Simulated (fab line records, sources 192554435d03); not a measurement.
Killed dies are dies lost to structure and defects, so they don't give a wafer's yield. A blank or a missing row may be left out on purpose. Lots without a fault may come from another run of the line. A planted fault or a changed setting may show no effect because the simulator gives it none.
Chamber matching | flow n5_finfet | N5_BEOL_M4_STRIP_66 on rie_diel-01: 4 sister chambers
The step strips in CF4. 8 wafers are shown with their chamber, then 10 later ones without.

WAFERS WITH THEIR CHAMBER
wafer  | chamber | showerhead_plenum_p_Torr (Torr) | throttle_valve_pct (%)
L075.4 | 2       | 1.90                            | 13.10
L078.4 | 1       | 1.74                            | 13.84
L078.6 | 2       | 1.90                            | 13.13
L084.1 | 0       | 1.84                            | 13.36
L084.2 | 3       | 1.87                            | 13.87
L084.4 | 1       | 1.74                            | 13.85
L088.1 | 0       | 1.83                            | 13.38
L088.2 | 3       | 1.87                            | 13.91

WAFERS WITHOUT THEIR CHAMBER
wafer  | showerhead_plenum_p_Torr (Torr) | throttle_valve_pct (%)
L088.3 | 1.74                            | 13.89
L090.1 | 1.89                            | 13.20
L090.2 | 1.83                            | 13.40
L090.5 | 1.73                            | 13.89
L092.1 | 1.83                            | 13.42
L092.3 | 1.73                            | 13.91
L092.6 | 1.83                            | 13.40
L096.1 | 1.73                            | 13.96
L096.3 | 1.83                            | 13.44
L096.5 | 1.83                            | 13.43

WHICH CHAMBER EACH WENT THROUGH
wafer  | from the rows above | in truth
L088.3 | 1                   | 1
L090.1 | 2                   | 2
L090.2 | 0                   | 0
L090.5 | 1                   | 1
L092.1 | 0                   | 0
L092.3 | 1                   | 1
L092.6 | 0                   | 0
L096.1 | 1                   | 1
L096.3 | 0                   | 0
L096.5 | 0                   | 0
Placed correctly: 10 of 10. Can't be placed from these rows: 0. Placed wrongly: 0.
How it was worked out, from the rows above alone: a wafer's distance from a chamber is the root of the sum, over the readings, of the square of ((its reading less the chamber's mean) divided by the reading's scatter). The wafer belongs to the nearest chamber; if the next one is less than 2 further off, it can't be placed. A chamber's mean is the mean of its shown wafers. The scatter: the root of (the sum of the squares of (reading less its chamber's mean) over the shown wafers, divided by (wafers less chambers)).
